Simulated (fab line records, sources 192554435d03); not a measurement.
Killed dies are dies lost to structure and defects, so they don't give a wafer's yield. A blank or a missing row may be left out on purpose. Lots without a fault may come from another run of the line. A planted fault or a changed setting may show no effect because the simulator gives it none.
Problem report in the 8D (eight disciplines) form, filled by code | flow n5_finfet | the parts of the form that need people (team, actions taken, sign-off) are left out

1. THE PROBLEM
barrier_field_endpoint_s at N5_BEOL_M11_CMP_52 reads a mean of 17.3 s on 3 wafers of 3 lots; wafers without a fault read 29.2 s with a standard deviation of 0.72. That is -16 standard deviations from the usual mean.
The step: polishes, stops on SiCOH lowk, t overpolish 7 s, target thk 140 nm.
First seen on wafer L555.1, day 14 18:41, on cmp-04. The record holds 32 wafers of 11 lots with a number at this step. Rule for "out", or "out of limits": more than 4 standard deviations from the usual mean. The other wafers with a number count as sound.

2. WHAT IT IS AND WHAT IT IS NOT
question                    | is                       | is not
which readings at this step | barrier_field_endpoint_s | motor_current_A
which lots                  | L554, L555, L556         | L539, L540, L543, L545, L547, L550, L551, L561
which wafers of those lots  | L554.5, L555.1, L556.5   | L554.2, L554.4, L555.4, L556.2, L556.4
read on which tools         | cmp-02, cmp-04           | cmp-03
when                        | from day 14 18:41        | up to then (22 sound wafers); but 7 sound wafers of L554, L556, L561 came after

3. SUSPECTS, AND WHAT RULES EACH OUT
Counting: a tool at a process step up to the reading stays a suspect if it ran every lot that is out. Sound lots after the first of them don't rule it out here, since some wafers of a struck lot are sound.
- pecvd-04 at N5_BEOL_M11_PECVD_70 (deposits SiO2 from TEOS/O2, target thk 20 nm, time 22.7 s): kept. It ran every lot that is out, first L555 (day 14 10:51); its last sound lot up to then is L551 (day 14 04:49).
Left after counting: pecvd-04 at N5_BEOL_M11_PECVD_70.

4. THE CAUSE (what the simulator had put in)
Process parameter drift: pecvd-04, from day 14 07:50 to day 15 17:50, at N5_BEOL_M11_PECVD_70. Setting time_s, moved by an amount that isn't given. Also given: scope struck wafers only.
Counting left only this tool.

5. THE CHAIN OF EFFECTS, in route order
Each row: a reading whose mean over the struck wafers that have a number lies more than 3 standard deviations from the usual. Only readings for which the record gives a usual standard deviation are gone through. hours: the time from each lot's start at the first step in this table that gives one to its start at this step, as a median over the lots. sigmas: the change in usual standard deviations.
hours | step               | reading                  | usual  | on struck wafers | change | sigmas
0     | N5_BEOL_M11_CMP_52 | barrier_field_endpoint_s | 29.2 s | 17.3             | -11.9  | -16
The process steps in it:
- N5_BEOL_M11_CMP_52: polishes, stops on SiCOH lowk, t overpolish 7 s, target thk 140 nm.

6. WHAT WOULD HAVE CAUGHT IT SOONER
In this record the first reading out of limits was taken at day 14 18:41, 11 hours after the fault began at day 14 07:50.
Of the tool readings at N5_BEOL_M11_PECVD_70 for which the record gives a usual standard deviation, none was out on any struck wafer, so an alarm limit of 4 standard deviations on them would not have fired.
Of the lots that are out (3), L554, L556 began N5_BEOL_M11_PECVD_70 on pecvd-04 after day 14 18:41. A hold on the tool at that time would have spared those 2.
